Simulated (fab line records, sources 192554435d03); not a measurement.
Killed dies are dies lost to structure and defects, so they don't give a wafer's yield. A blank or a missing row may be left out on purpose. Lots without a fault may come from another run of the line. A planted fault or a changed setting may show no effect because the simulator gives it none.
Chamber matching | flow n5_finfet | N5_BEOL_M11_CURE_71 on uv_cure-01: 3 sister chambers
The step cures SiCOH lowk, time 240 s. 16 wafers are shown with their chamber, then 8 later ones without.

WAFERS WITH THEIR CHAMBER
wafer  | chamber | lamp_power_pct (%) | wafer_temp_C_max
L241.4 | 0       | 52.25              | 387.1
L241.5 | 0       | 52.28              | 387.2
L241.6 | 0       | 52.36              | 386.9
L244.2 | 0       | 52.32              | 387.2
L244.3 | 0       | 52.27              | 388.4
L244.4 | 0       | 52.19              | 387.3
L248.3 | 1       | 52.38              | 386.6
L248.5 | 1       | 52.23              | 387.6
L248.6 | 1       | 52.29              | 387.6
L246.1 | 2       | 52.21              | 387.0
L246.4 | 2       | 52.28              | 387.0
L246.5 | 2       | 52.31              | 387.4
L249.2 | 0       | 52.33              | 386.8
L249.3 | 0       | 52.39              | 386.2
L249.5 | 0       | 52.36              | 386.7
L252.1 | 2       | 52.30              | 386.7

SIGNATURES (means of the wafers above)
reading          | chamber 0 | chamber 1 | chamber 2 | scatter within a chamber
lamp_power_pct   | 52.3056   | 52.3000   | 52.2750   | 0.0618
wafer_temp_C_max | 387.089   | 387.267   | 387.025   | 0.538
Rule: a wafer's distance from a chamber is the root of the sum, over the readings, of the square of ((its reading less the chamber's mean) divided by the reading's scatter). The wafer belongs to the nearest chamber; if the next one is less than 2 further off, it can't be placed. The scatter: the root of (the sum of the squares of (reading less its chamber's mean) over the shown wafers, divided by (wafers less chambers)).

WAFERS WITHOUT THEIR CHAMBER
wafer  | lamp_power_pct (%) | wafer_temp_C_max
L252.3 | 52.36              | 387.2
L252.6 | 52.31              | 387.6
L254.2 | 52.27              | 387.4
L254.5 | 52.32              | 387.0
L254.6 | 52.38              | 387.3
L262.2 | 52.40              | 386.9
L262.3 | 52.22              | 386.8
L262.5 | 52.39              | 387.3

WHICH CHAMBER EACH WENT THROUGH
wafer  | from the rows above          | in truth
L252.3 | can't be placed: 0 or 1 or 2 | 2
L252.6 | can't be placed: 1 or 0 or 2 | 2
L254.2 | can't be placed: 1 or 2 or 0 | 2
L254.5 | can't be placed: 0 or 1 or 2 | 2
L254.6 | can't be placed: 0 or 1 or 2 | 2
L262.2 | can't be placed: 0 or 1 or 2 | 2
L262.3 | can't be placed: 2 or 0 or 1 | 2
L262.5 | can't be placed: 0 or 1 or 2 | 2
Placed correctly: 0 of 8. Can't be placed from these rows: 8 (the true chamber is among the candidates in 8). Placed wrongly: 0.
